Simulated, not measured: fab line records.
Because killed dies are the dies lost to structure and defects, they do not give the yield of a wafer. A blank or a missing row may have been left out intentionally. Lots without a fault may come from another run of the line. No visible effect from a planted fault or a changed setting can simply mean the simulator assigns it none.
fab line records	flow n5Finfet
record lots=10	wafers=30	lastDay=15
route steps=1938 shown BEOL_M9@1436 PASSIVATION@1936
lots that met no fault: taken from a fault-free run of the same line
startH: the number of hours between the record's first day and the start of the first shown wafer of the lot	waitH: time in hours since the lot's previous step	" repeats the value in the row above	L1.1+2: a row that stands for several wafers	- value missing, or start not given	* or withheld: withheld	< > ~ a bound
route shown NAME@n: NAME is a module with steps in the file, n the number in the route of the first one	usual: mean and standard deviation over wafers with no fault	same: alike in all rows	chamber/n: place in a boat	sites: each site's reading	_std_site: the values' standard deviation	_edge_site: mean of outer sites minus mean of inner sites	radiusMm: how far each site lies from the wafer's centre	mask NAME#n: copy n	behind: the last tool/chamber to shape the wafer	hold: what put the lot on hold/how long, in hours/how the hold closed	device: names the non-switching transistor (n, p or np)	end of line: at the end of the route, the tests of the same wafers	a step without rows: its recipe alone	killed: not the wafer's yield, but the dies lost to structure and defects at the first sort	map: a wafer's dies, x killed, . not, _ none there
set.NAME: the setting that was run; set.NAME@STEP: the one run at that earlier step	model.NAME: the simulator's own value behind a step, which no gauge read
route steps across a sampled set of lots; one table per step, one row per wafer
services: the hour from which a tool's chamber was out of use, counted from the record's first day as startH (under 0 if before that day), plus the number of hours and why
## steps
# step N5_BEOL_M9_INSPECT_30
# recipe mode=adi	inspectInstrument=brightfield
# usual rawDefectCount=415/120
lot.wafer	tool	chamber	startH	waitH	rawDefectCount
L160.3	defectInspect-01	-	199.65	0.0	363
L160.4	"	-	"	"	307
L160.5	"	-	"	"	360
L161.1	defectInspect-02	-	210.45	0.1	293
L161.2	"	-	"	"	211
L161.6	"	-	"	"	202
L162.1	defectInspect-02	-	215.26	0.1	606
L162.2	"	-	"	"	494
L162.6	"	-	"	"	451
L163.3	defectInspect-01	-	222.51	0.0	420
L163.4	"	-	"	"	506
L163.5	"	-	"	"	650
L164.1	defectInspect-01	-	223.02	0.1	359
L164.2	"	-	"	"	352
L164.6	"	-	"	"	275
L171.3	defectInspect-02	-	267.56	0.0	368
L171.4	"	-	"	"	366
L171.5	"	-	"	"	648
L170.4	defectInspect-01	-	269.36	0.0	340
L170.5	"	-	"	"	473
L170.6	"	-	"	"	272
L172.1	defectInspect-01	-	282.78	0.1	310
L172.2	"	-	"	"	397
L172.3	"	-	"	"	305
L173.1	defectInspect-01	-	295.96	0.1	546
L173.2	"	-	"	"	472
L173.6	"	-	"	"	510
L174.1	defectInspect-01	-	299.33	0.1	294
L174.4	"	-	"	"	464
L174.6	"	-	"	"	405
# step N5_BEOL_M9_ETCH_76
# recipe chemistry=N2/H2	target=underlayer	targetDepthA=65	maskMaterial=CAR-EUV	timeS=5.2	ionEnergyEv=200	pressureMtorr=30	sourceW=840	biasW=150	n2FlowSccm=200	h2FlowSccm=200	ends=cleared
# usual biasW=150.0/0.41	drypumpMotorCurrentA=5.8/0.33	etchRfOnTimeS=5.19/0.085	oesProductAu=0.65/0.063	rfVppV=523.8/2.8	showerheadPlenumPTorr=2.53/0.093	throttleValvePct=17.95/0.16
lot.wafer	tool	chamber	startH	waitH	biasW	drypumpMotorCurrentA	etchRfOnTimeS	oesProductAu	rfHoursCounterH	rfVppV	showerheadPlenumPTorr	throttleValvePct
L160.3	rieDiel-04	0	199.71	0.0	149.2	6.5	5.42	0.61	222	522.3	2.50	18.15
L160.4	"	3	"	"	150.4	5.6	5.20	0.64	158	529.9	2.65	17.83
L160.5	"	0	"	"	149.4	6.5	5.38	0.60	-	524.6	2.50	18.12
L161.1	rieDiel-02	1	210.54	0.0	150.9	5.5	5.13	0.69	106	528.8	2.67	17.99
L161.2	"	3	"	"	150.4	6.3	5.19	0.63	139	523.6	2.55	17.85
L161.6	"	3	"	"	149.5	6.3	5.16	0.64	-	524.0	2.55	17.88
L162.1	rieDiel-04	2	215.33	0.0	150.6	5.7	5.20	0.63	178	523.6	2.52	17.93
L162.2	"	3	"	"	150.3	5.6	5.26	0.63	163	527.6	2.65	17.85
L162.6	"	2	"	"	150.2	5.7	5.25	0.62	-	524.6	2.52	17.92
L163.3	rieDiel-02	2	222.59	0.0	150.1	5.9	5.14	0.61	190	522.3	2.41	17.81
L163.4	"	0	"	"	150.3	5.5	5.06	0.77	21	526.1	2.61	17.97
L163.5	"	1	"	"	150.3	5.5	5.13	0.67	-	524.6	2.66	17.98
L164.1	rieDiel-06	1	223.14	0.0	149.7	6.5	5.18	0.66	175	523.6	2.54	18.08
L164.2	"	2	"	"	150.2	5.6	5.10	0.64	182	519.0	2.43	17.88
L164.6	"	0	"	"	150.9	5.7	5.29	0.60	-	519.9	2.40	18.12
L171.3	rieDiel-02	1	267.68	0.0	150.4	5.5	5.15	0.66	125	526.1	2.66	18.03
L171.4	"	1	"	"	150.3	5.5	5.13	0.67	-	527.1	2.66	18.00
L171.5	"	0	"	"	149.7	5.5	5.13	0.75	-	524.2	2.61	17.94
L170.4	rieDiel-02	1	269.71	0.0	149.5	5.5	5.21	0.67	126	526.9	2.66	18.02
L170.5	"	2	"	"	149.8	5.8	5.25	0.60	-	520.6	2.40	17.81
L170.6	"	1	"	"	150.5	5.5	5.16	0.66	-	527.2	2.66	18.03
L172.1	rieDiel-02	1	282.85	0.0	150.4	5.5	6.33	0.58	129	528.4	2.66	18.00
L172.2	"	3	"	"	149.4	6.3	5.28	0.61	160	523.4	2.54	17.89
L172.3	"	2	"	"	151.0	5.8	5.21	0.60	209	521.2	2.40	17.80
L173.1	rieDiel-06	0	296.03	0.0	150.0	5.7	5.26	0.59	228	519.6	2.39	18.13
L173.2	"	1	"	"	150.4	6.6	5.16	0.63	198	524.3	2.53	18.12
L173.6	"	3	"	"	150.1	5.9	5.24	0.61	-	521.0	2.43	18.16
L174.1	rieDiel-02	3	299.48	0.0	149.7	6.3	6.50	0.54	164	523.5	2.54	17.91
L174.4	"	0	"	"	149.8	5.5	5.13	0.75	39	527.6	2.60	17.97
L174.6	"	1	"	"	150.1	5.5	6.39	0.59	-	528.0	2.65	18.00
# step N5_BEOL_M9_ETCH_65
# recipe chemistry=CF4	target=SiARC	targetDepthA=156	maskMaterial=CAR-EUV	timeS=26	ionEnergyEv=80	pressureMtorr=40	sourceW=545	biasW=36	Ar_flow_sccm=100	cf4FlowSccm=100	ends=cleared
# usual biasW=36.01/0.093	drypumpMotorCurrentA=5.8/0.33	etchRfOnTimeS=25.8/0.4	oesProductAu=0.65/0.063	rfVppV=183.9/1.1	showerheadPlenumPTorr=2.13/0.071	throttleValvePct=15.70/0.16
lot.wafer	tool	chamber	startH	waitH	biasW	drypumpMotorCurrentA	etchRfOnTimeS	oesProductAu	rfHoursCounterH	rfVppV	showerheadPlenumPTorr	throttleValvePct
L160.3	rieDiel-04	0	199.73	0.0	36.17	6.4	27.0	0.61	222	181.8	2.12	15.96
L160.4	"	3	"	"	36.20	5.7	25.8	0.65	158	184.4	2.22	15.61
L160.5	"	0	"	"	36.13	6.4	26.9	0.61	-	184.1	2.12	15.98
L161.1	rieDiel-02	1	210.56	0.0	36.04	5.5	26.0	0.68	106	184.9	2.25	15.75
L161.2	"	3	"	"	36.14	6.3	26.0	0.63	139	183.3	2.15	15.61
L161.6	"	3	"	"	36.05	6.3	25.8	0.64	-	184.0	2.15	15.62
L162.1	rieDiel-04	2	215.35	0.0	36.18	5.7	25.7	0.63	178	184.6	2.14	15.72
L162.2	"	3	"	"	35.93	5.6	25.5	0.65	163	184.4	2.22	15.60
L162.6	"	2	"	"	36.07	5.6	25.5	0.64	-	184.9	2.14	15.71
L163.3	rieDiel-02	2	222.61	0.0	35.94	5.8	25.6	0.61	190	182.9	2.04	15.58
L163.4	"	0	"	"	35.96	5.5	25.6	0.78	21	184.3	2.18	15.55
L163.5	"	1	"	"	36.01	5.5	25.7	0.68	-	185.2	2.24	15.76
L164.1	rieDiel-06	1	223.16	0.0	35.89	6.5	26.2	0.65	175	182.3	2.13	15.78
L164.2	"	2	"	"	36.08	5.7	25.9	0.63	182	183.7	2.06	15.78
L164.6	"	0	"	"	35.97	5.7	26.3	0.60	-	183.3	2.04	15.87
L171.3	rieDiel-02	1	267.70	0.0	36.05	5.5	25.5	0.67	125	184.7	2.24	15.79
L171.4	"	1	"	"	36.01	5.5	25.8	0.67	-	184.4	2.24	15.80
L171.5	"	0	"	"	36.04	5.5	25.7	0.76	-	184.1	2.18	15.55
L170.4	rieDiel-02	1	269.73	0.0	36.26	5.5	25.8	0.67	126	186.5	2.24	15.79
L170.5	"	2	"	"	35.84	5.8	25.8	0.60	-	182.0	2.03	15.64
L170.6	"	1	"	"	35.94	5.5	25.5	0.67	-	184.7	2.24	15.80
L172.1	rieDiel-02	1	282.87	0.0	36.02	5.5	25.8	0.67	129	186.6	2.24	15.79
L172.2	"	3	"	"	36.08	6.3	25.8	0.62	160	182.7	2.14	15.66
L172.3	"	2	"	"	35.98	5.8	25.7	0.60	209	182.3	2.03	15.64
L173.1	rieDiel-06	0	296.05	0.0	35.87	5.7	26.1	0.60	228	182.3	2.03	15.89
L173.2	"	1	"	"	35.98	6.5	25.9	0.64	198	183.0	2.12	15.81
L173.6	"	3	"	"	36.02	5.9	26.5	0.61	-	183.6	2.05	15.81
L174.1	rieDiel-02	3	299.50	0.0	35.99	6.3	26.0	0.61	164	182.8	2.14	15.67
L174.4	"	0	"	"	36.03	5.5	25.7	0.75	39	184.0	2.18	15.59
L174.6	"	1	"	"	35.94	5.5	25.6	0.66	-	184.6	2.24	15.80
# step N5_BEOL_M9_STRIP_36
# recipe chemistry=N2/H2	powerW=450	tempC=40	pressureMtorr=20	rfFrequencyHz=6e+07	overashFraction=0.3	biasPowerW=7	h2Frac=0.5	n2FlowSccm=200	h2FlowSccm=200
# usual drypumpMotorCurrentA=5.8/0.33	oesProductAu=0.75/0.07	rfVppV=59.2/1.4	showerheadPlenumPTorr=2.53/0.093	throttleValvePct=23.73/0.21
lot.wafer	tool	chamber	startH	waitH	drypumpMotorCurrentA	oesProductAu	rfHoursCounterH	rfVppV	showerheadPlenumPTorr	throttleValvePct
L160.3	rieDiel-04	0	199.92	0.0	6.4	0.71	222	57.8	2.50	23.86
L160.4	"	3	"	"	5.6	0.75	158	60.1	2.65	23.60
L160.5	"	0	"	"	6.4	0.70	-	60.6	2.50	23.85
L161.1	rieDiel-02	1	210.75	0.0	5.5	0.79	106	61.5	2.66	23.83
L161.2	"	3	"	"	6.3	0.75	139	59.7	2.55	23.63
L161.6	"	3	"	"	6.3	0.74	-	58.1	2.55	23.61
L162.1	rieDiel-04	2	215.54	0.0	5.6	0.73	178	58.8	2.52	23.74
L162.2	"	3	"	"	5.7	0.75	163	60.9	2.64	23.56
L162.6	"	2	"	"	5.7	0.73	-	59.3	2.52	23.74
L163.3	rieDiel-02	2	222.80	0.0	5.9	0.72	190	57.1	2.40	23.49
L163.4	"	0	"	"	5.5	0.89	21	58.8	2.61	23.85
L163.5	"	1	"	"	5.5	0.79	-	60.0	2.66	23.85
L164.1	rieDiel-06	1	223.35	0.0	6.6	0.76	175	58.4	2.53	23.93
L164.2	"	2	"	"	5.7	0.74	182	57.4	2.42	23.52
L164.6	"	0	"	"	5.7	0.71	-	56.6	2.40	23.89
L171.3	rieDiel-02	1	267.89	0.0	5.4	0.77	125	60.5	2.65	23.88
L171.4	"	1	"	"	5.5	0.78	-	57.1	2.65	23.89
L171.5	"	0	"	"	5.5	0.87	-	60.3	2.60	23.89
L170.4	rieDiel-02	1	269.92	0.0	5.5	0.77	126	60.6	2.65	23.86
L170.5	"	2	"	"	5.9	0.70	-	59.7	2.39	23.52
L170.6	"	1	"	"	5.5	0.77	-	58.8	2.65	23.87
L172.1	rieDiel-02	1	283.06	0.0	5.5	0.78	129	61.1	2.65	23.87
L172.2	"	3	"	"	6.3	0.72	160	57.8	2.54	23.63
L172.3	"	2	"	"	5.9	0.71	209	58.4	2.39	23.53
L173.1	rieDiel-06	0	296.24	0.0	5.8	0.69	228	59.0	2.39	23.94
L173.2	"	1	"	"	6.6	0.73	198	58.0	2.52	23.97
L173.6	"	3	"	"	5.9	0.70	-	59.4	2.43	24.00
L174.1	rieDiel-02	3	299.69	0.0	6.3	0.72	164	57.0	2.54	23.62
L174.4	"	0	"	"	5.5	0.86	39	59.8	2.60	23.89
L174.6	"	1	"	"	5.5	0.78	-	61.0	2.65	23.88
# step N5_PASSIVATION_PROBE_49
# usual defectLimitedYield=91.6/1.4	killed_at_M0_to_M3=34/8.9	killed_at_M4_up=13/5	killedAtContacts=12/7	killedAtFrontEnd=38/11	killedAtOther=3.2/2.9	killedDies=99/16	killedOpen=65/13	killedShort=32/7.6	sort_bin_4_leakage=0.00/0.012	sort_bin_5_function=5.0/0.9	sort_bin_6_memory=3.1/0.65	sort_bin_8_speed=0.0/0.4	sortNPass=1081/16	sortYieldPct=91.6/1.4
# same grossDies=1180	killedAtBackSide=0
lot.wafer	tool	chamber	startH	waitH	defectLimitedYield[%]	killed_at_M0_to_M3	killed_at_M4_up	killedAtContacts	killedAtFrontEnd	killedAtOther	killedDies	killedOpen	killedShort	sort_bin_4_leakage[%]	sort_bin_5_function[%]	sort_bin_6_memory[%]	sort_bin_8_speed[%]	sortNPass	sortYieldPct[%]
L160.3	prober-02	-	252.50	0.1	91.0	23	18	7	58	0	106	59	45	0	5.1	3.4	0	1074	91.0
L160.4	prober-02	-	252.55	0.2	93.1	19	12	8	41	2	82	55	24	0	4.2	2.5	0	1098	93.1
L160.5	prober-02	-	252.60	0.2	90.5	34	6	11	60	1	112	77	35	0	5.3	3.6	0	1068	90.5
L161.1	prober-01	-	263.46	0.0	91.4	28	25	18	29	1	101	74	26	0	4.9	3.4	0	1079	91.4
L161.2	prober-01	-	263.51	0.1	91.3	30	17	12	40	4	103	69	34	0	5.8	2.6	0	1077	91.3
L161.6	prober-01	-	263.71	0.3	92.0	27	11	13	43	0	94	67	26	0	5.0	2.8	0.1	1086	92.0
L162.1	prober-02	-	273.90	0.0	91.0	47	13	15	30	1	106	63	43	0	5.3	3.3	0	1074	91.0
L162.2	prober-02	-	273.95	0.1	92.1	36	10	18	29	0	93	59	34	0	4.9	2.8	0	1087	92.1
L162.6	prober-02	-	274.15	0.3	93.7	24	7	5	38	0	74	50	23	0	3.3	2.6	0	1106	93.7
L164.1	prober-01	-	279.62	0.0	93.0	48	5	7	23	0	83	57	25	0	4.3	2.5	0	1097	93.0
L164.2	prober-01	-	279.67	0.1	91.3	34	14	11	41	3	103	73	29	0	5.9	2.7	0	1077	91.3
L164.6	prober-01	-	279.87	0.3	92.0	47	7	2	34	4	94	67	27	0	5.1	2.5	0	1086	92.0
L163.3	prober-02	-	280.89	0.1	89.8	27	17	35	34	7	120	93	23	0	6.6	3.1	0	1060	89.8
L163.4	prober-02	-	280.94	0.2	89.4	44	10	37	34	0	125	83	39	0	5.8	4.7	0	1055	89.4
L163.5	prober-02	-	280.99	0.2	92.5	22	12	25	29	1	89	56	28	0	4.4	2.9	0	1091	92.5
L170.4	prober-02	-	336.00	0.2	90.6	36	15	19	41	0	111	75	31	0	5.3	3.6	0	1069	90.6
L170.5	prober-02	-	336.05	0.2	91.3	40	11	21	30	1	103	71	31	0	4.2	3.7	0	1077	91.3
L170.6	prober-02	-	336.10	0.3	88.4	45	9	7	73	3	137	89	47	0	6.8	4.2	0	1043	88.4
L171.3	prober-01	-	336.30	0.1	92.5	31	9	4	39	6	89	57	23	0	4.5	2.3	0	1091	92.5
L171.4	prober-01	-	336.35	0.2	93.6	30	8	5	28	4	75	41	25	0	3.4	2.1	0	1105	93.6
L171.5	prober-01	-	336.40	0.2	91.2	36	11	15	32	10	104	63	41	0	5.8	2.6	0	1076	91.2
L173.1	prober-02	-	349.74	0.0	93.6	36	9	7	20	4	76	47	29	0	4.2	2.2	0	1104	93.6
L173.2	prober-02	-	349.79	0.1	93.6	21	5	3	46	0	75	51	24	0	3.7	2.5	0	1105	93.6
L173.6	prober-02	-	349.99	0.3	90.9	52	11	6	36	2	107	72	34	0	5.3	3.6	0	1073	90.9
L172.1	prober-02	-	350.29	0.0	91.6	39	13	10	29	8	99	57	37	0	4.7	3.1	0	1081	91.6
L172.2	prober-02	-	350.34	0.1	93.6	36	9	12	18	0	75	53	19	0	3.7	2.5	0	1105	93.6
L172.3	prober-02	-	350.39	0.1	94.6	18	10	9	27	0	64	43	20	0	3.1	2.0	0	1116	94.6
L174.1	prober-02	-	355.47	0.0	92.2	34	14	16	21	7	92	62	29	0.08	4.0	3.2	0	1087	92.1
L174.4	prober-02	-	355.62	0.2	93.4	28	7	13	30	0	78	50	27	0	4.2	2.2	0	1102	93.4
L174.6	prober-02	-	355.72	0.3	93.2	24	15	4	37	0	80	47	32	0	4.1	2.7	0	1100	93.2
# killed by level:class
L160.3 FIN_SAQP:geometricParticle:open=12 FIN_SAQP:geometricParticle:short=12 STI_FIN_REVEAL:geometricParticle:open=8 BEOL_M1:geometricParticle:open=8 STI_FIN_REVEAL:geometricParticle:short=6 BEOL_M0_SAQP:geometricParticle:short=5 GATE_CUT:geometricParticle:short=4 MOL_CONTACT_COAG:geometricParticle:short=4
L160.4 STI_FIN_REVEAL:geometricParticle:open=13 DUMMY_GATE:geometricParticle:open=6 MOL_CONTACT_COAG:geometricParticle:open=6 DUMMY_GATE:geometricParticle:short=4 GATE_CUT:geometricParticle:short=4 BEOL_M1:geometricParticle:open=4 BEOL_M2:geometricParticle:open=4 BEOL_M4:geometricParticle:open=4
L160.5 STI_FIN_REVEAL:geometricParticle:open=18 MOL_CONTACT_COAG:geometricParticle:open=9 BEOL_M3:geometricParticle:open=8 DUMMY_GATE:geometricParticle:open=7 BEOL_M1:geometricParticle:open=7 FIN_SAQP:geometricParticle:open=6 FIN_SAQP:geometricParticle:short=6 GATE_CUT:geometricParticle:short=5
L161.1 MOL_CONTACT_COAG:geometricParticle:open=13 BEOL_M4:geometricParticle:open=12 BEOL_M0_SAQP:geometricParticle:open=11 FIN_SAQP:geometricParticle:open=8 BEOL_M0_SAQP:geometricParticle:short=8 BEOL_M5:geometricParticle:open=7 DUMMY_GATE:geometricParticle:open=5 MOL_CONTACT_COAG:geometricParticle:short=5
L161.2 STI_FIN_REVEAL:geometricParticle:open=10 FIN_SAQP:geometricParticle:open=9 MOL_CONTACT_COAG:geometricParticle:open=9 BEOL_M0_SAQP:geometricParticle:short=7 BEOL_M0_SAQP:geometricParticle:open=7 BEOL_M1:geometricParticle:open=6 BEOL_M2:geometricParticle:open=5 BEOL_M4:geometricParticle:open=5
L161.6 STI_FIN_REVEAL:geometricParticle:open=12 MOL_CONTACT_COAG:geometricParticle:open=11 DUMMY_GATE:geometricParticle:open=6 BEOL_M1:geometricParticle:open=6 BEOL_M4:geometricParticle:open=6 BEOL_M0_SAQP:geometricParticle:open=5 STI_FIN_REVEAL:geometricParticle:short=4 BEOL_M1:geometricParticle:short=4
L162.1 BEOL_M0_SAQP:geometricParticle:open=12 BEOL_M0_SAQP:geometricParticle:short=12 MOL_CONTACT_COAG:geometricParticle:open=11 BEOL_M2:geometricParticle:open=9 FIN_SAQP:geometricParticle:short=6 GATE_CUT:geometricParticle:short=5 BEOL_M4:geometricParticle:open=5 ILD0:geometricParticle:short=4
L162.2 MOL_CONTACT_COAG:geometricParticle:open=13 BEOL_M0_SAQP:geometricParticle:open=12 BEOL_M0_SAQP:geometricParticle:short=10 FIN_SAQP:geometricParticle:short=7 BEOL_M2:geometricParticle:open=7 FIN_SAQP:geometricParticle:open=5 MOL_CONTACT_COAG:geometricParticle:short=5 DUMMY_GATE:geometricParticle:open=3
L162.6 DUMMY_GATE:geometricParticle:open=9 BEOL_M0_SAQP:geometricParticle:short=8 BEOL_M0_SAQP:geometricParticle:open=6 BEOL_M2:geometricParticle:open=5 GATE_CUT:geometricParticle:short=4 MOL_CONTACT_COAG:geometricParticle:open=4 FIN_SAQP:geometricParticle:open=3 STI_FIN_REVEAL:geometricParticle:open=3
L164.1 BEOL_M0_SAQP:geometricParticle:short=12 BEOL_M0_SAQP:geometricParticle:open=10 BEOL_M1:geometricParticle:open=10 BEOL_M3:geometricParticle:open=9 MOL_CONTACT_COAG:geometricParticle:open=7 STI_FIN_REVEAL:geometricParticle:open=6 GATE_CUT:geometricParticle:open=4 FIN_SAQP:geometricParticle:short=3
L164.2 STI_FIN_REVEAL:geometricParticle:open=20 BEOL_M2:geometricParticle:open=12 MOL_CONTACT_COAG:geometricParticle:open=8 BEOL_M0_SAQP:geometricParticle:short=7 BEOL_M4:geometricParticle:open=5 BEOL_M0_SAQP:geometricParticle:open=5 BEOL_M1:geometricParticle:open=5 STI_FIN_REVEAL:geometricParticle:short=4
L164.6 BEOL_M2:geometricParticle:open=17 STI_FIN_REVEAL:geometricParticle:open=13 BEOL_M0_SAQP:geometricParticle:open=10 BEOL_M1:geometricParticle:open=6 FIN_SAQP:geometricParticle:open=5 FIN_SAQP:geometricParticle:short=5 BEOL_M0_SAQP:geometricParticle:short=5 BEOL_M2:geometricParticle:short=5
L163.3 MOL_CONTACT_COAG:geometricParticle:open=30 FIN_SAQP:geometricParticle:open=16 BEOL_M3:geometricParticle:open=8 BEOL_M4:geometricParticle:open=7 BEOL_M0_SAQP:geometricParticle:short=5 BEOL_M5:geometricParticle:open=5 STI_FIN_REVEAL:geometricParticle:open=4 DUMMY_GATE:geometricParticle:open=4
L163.4 MOL_CONTACT_COAG:geometricParticle:open=27 BEOL_M0_SAQP:geometricParticle:open=16 MOL_CONTACT_COAG:geometricParticle:short=9 BEOL_M0_SAQP:geometricParticle:short=8 FIN_SAQP:geometricParticle:short=7 FIN_SAQP:geometricParticle:open=7 BEOL_M3:geometricParticle:open=6 DUMMY_GATE:geometricParticle:open=5
L163.5 MOL_CONTACT_COAG:geometricParticle:open=14 MOL_CONTACT_COAG:geometricParticle:short=10 FIN_SAQP:geometricParticle:open=8 BEOL_M0_SAQP:geometricParticle:open=5 BEOL_M4:geometricParticle:open=5 ILD0:geometricParticle:open=4 BEOL_M3:geometricParticle:short=4 FIN_SAQP:geometricParticle:short=3
L170.4 MOL_CONTACT_COAG:geometricParticle:open=16 FIN_SAQP:geometricParticle:short=11 BEOL_M2:geometricParticle:open=10 BEOL_M4:geometricParticle:open=9 STI_FIN_REVEAL:geometricParticle:open=8 FIN_SAQP:geometricParticle:open=7 BEOL_M0_SAQP:geometricParticle:short=6 BEOL_M0_SAQP:geometricParticle:open=6
L170.5 MOL_CONTACT_COAG:geometricParticle:open=17 FIN_SAQP:geometricParticle:open=7 BEOL_M2:geometricParticle:open=7 BEOL_M3:geometricParticle:open=7 FIN_SAQP:geometricParticle:short=6 BEOL_M0_SAQP:geometricParticle:open=6 BEOL_M0:geometricParticle:open=6 BEOL_M0_SAQP:geometricParticle:short=5
L170.6 STI_FIN_REVEAL:geometricParticle:open=25 FIN_SAQP:geometricParticle:open=15 BEOL_M2:geometricParticle:open=13 BEOL_M0_SAQP:geometricParticle:short=11 BEOL_M0_SAQP:geometricParticle:open=9 FIN_SAQP:geometricParticle:short=7 BEOL_M3:geometricParticle:open=6 STI_FIN_REVEAL:geometricParticle:short=5
L171.3 BEOL_M1:geometricParticle:open=9 HKMG_FIN:areaEtch=8 BEOL_M0_SAQP:geometricParticle:open=7 STI_FIN_REVEAL:geometricParticle:open=6 FIN_SAQP:geometricParticle:open=5 BEOL_M0:geometricParticle:open=5 BEOL_M2:geometricParticle:open=5 FIN_SAQP:geometricParticle:short=4
L171.4 BEOL_M2:geometricParticle:open=9 HKMG_FIN:areaEtch=8 BEOL_M0_SAQP:geometricParticle:short=7 FIN_SAQP:geometricParticle:short=6 BEOL_M0_SAQP:geometricParticle:open=5 MOL_CONTACT_COAG:geometricParticle:open=5 STI_FIN_REVEAL:geometricParticle:open=3 DUMMY_GATE:geometricParticle:open=3
L171.5 MOL_CONTACT_COAG:geometricParticle:open=12 BEOL_M0_SAQP:geometricParticle:short=11 FIN_SAQP:geometricParticle:short=9 FIN_SAQP:geometricParticle:open=9 BEOL_M0_SAQP:geometricParticle:open=8 BEOL_M3:geometricParticle:open=6 BEOL_M2:geometricParticle:open=5 BEOL_M8:geometricParticle:open=4
L173.1 BEOL_M0_SAQP:geometricParticle:short=14 BEOL_M0_SAQP:geometricParticle:open=13 MOL_CONTACT_COAG:geometricParticle:open=6 BEOL_M1:geometricParticle:open=5 DUMMY_GATE:geometricParticle:open=4 STI_FIN_REVEAL:geometricParticle:open=3 BEOL_M4:geometricParticle:open=3 FIN_SAQP:geometricParticle:open=2
L173.2 STI_FIN_REVEAL:geometricParticle:open=19 FIN_SAQP:geometricParticle:open=7 BEOL_M1:geometricParticle:open=7 BEOL_M0_SAQP:geometricParticle:short=6 FIN_SAQP:geometricParticle:short=5 GATE_CUT:geometricParticle:short=3 BEOL_M0_SAQP:geometricParticle:open=3 STARTING-WAFER:geometricParticle:open=3
L173.6 BEOL_M0_SAQP:geometricParticle:open=16 BEOL_M0_SAQP:geometricParticle:short=11 BEOL_M3:geometricParticle:open=8 STI_FIN_REVEAL:geometricParticle:open=7 DUMMY_GATE:geometricParticle:open=6 MOL_CONTACT_COAG:geometricParticle:open=5 GATE_CUT:geometricParticle:open=4 BEOL_M2:geometricParticle:open=4
L172.1 BEOL_M0_SAQP:geometricParticle:short=11 MOL_CONTACT_COAG:geometricParticle:open=9 BEOL_M0:geometricParticle:open=8 BEOL_M0_SAQP:geometricParticle:open=7 STI_FIN_REVEAL:geometricParticle:open=5 GATE_CUT:geometricParticle:short=5 FIN_SAQP:geometricParticle:open=4 FIN_SAQP:geometricParticle:short=4
L172.2 MOL_CONTACT_COAG:geometricParticle:open=10 BEOL_M0_SAQP:geometricParticle:open=9 BEOL_M0_SAQP:geometricParticle:short=7 BEOL_M0:geometricParticle:open=6 BEOL_M3:geometricParticle:open=6 STI_FIN_REVEAL:geometricParticle:open=5 BEOL_M1:geometricParticle:open=4 BEOL_M5:geometricParticle:open=3
L172.3 STI_FIN_REVEAL:geometricParticle:open=8 MOL_CONTACT_COAG:geometricParticle:open=7 BEOL_M0_SAQP:geometricParticle:open=6 BEOL_M0_SAQP:geometricParticle:short=4 FIN_SAQP:geometricParticle:open=3 GATE_CUT:geometricParticle:open=3 GATE_CUT:geometricParticle:short=3 BEOL_M5:geometricParticle:open=3
L174.1 MOL_CONTACT_COAG:geometricParticle:open=16 BEOL_M0_SAQP:geometricParticle:open=9 BEOL_M2:geometricParticle:open=6 BEOL_M0_SAQP:geometricParticle:short=5 BEOL_M1:geometricParticle:open=5 GATE_CUT:geometricParticle:short=4 STARTING-WAFER:geometricParticle:short=4 BEOL_M3:geometricParticle:open=4
L174.4 BEOL_M3:geometricParticle:open=12 MOL_CONTACT_COAG:geometricParticle:open=11 FIN_SAQP:geometricParticle:short=6 BEOL_M1:geometricParticle:open=5 DUMMY_GATE:geometricParticle:open=4 GATE_CUT:geometricParticle:short=4 STARTING-WAFER:geometricParticle:short=4 STI_FIN_REVEAL:geometricParticle:open=3
L174.6 BEOL_M0_SAQP:geometricParticle:short=9 FIN_SAQP:geometricParticle:short=8 DUMMY_GATE:geometricParticle:open=7 GATE_CUT:geometricParticle:open=7 BEOL_M0_SAQP:geometricParticle:open=6 STI_FIN_REVEAL:geometricParticle:open=5 BEOL_M5:geometricParticle:open=5 GATE_CUT:geometricParticle:short=3
## services
tool	chamber	startH	hours	kind
rieDiel-06	2	214.67	1.5	repair
rieDiel-02	0	223.75	14.0	repair
rieDiel-06	3	272.28	4.0	repair
rieDiel-04	1	275.06	-	clean
rieDiel-04	1	275.06	-	consumableReplace:focusRing
rieDiel-04	1	275.06	19.7	scheduledDown
rieDiel-04	1	275.06	19.7	ventCycle
rieDiel-04	0	297.58	-	clean
rieDiel-04	0	297.58	-	consumableReplace:focusRing
rieDiel-04	0	297.58	24.6	scheduledDown
rieDiel-04	0	297.58	24.6	ventCycle
## key
firstSign step=N5_BEOL_M9_ETCH_76	reading=etchRfOnTimeS	direction=up	sigmas=14	usual=*	struck=*
effect none on later readings
metAt N5_BEOL_M9_ETCH_76
struckLots L172,L174
struckWafers L172.1,L174.1,L174.6
notActingAt N5_BEOL_M9_INSPECT_30,N5_BEOL_M9_ETCH_65,N5_BEOL_M9_STRIP_36
onsetBetween 269.71 282.85
fault kind=processParameterDrift	tool=rieDiel-02	chamber=-	onsetH=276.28	steps=N5_BEOL_M9_ETCH_76	channel=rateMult	offset=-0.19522	shape=step	endH=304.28	scope=struckWafersOnly
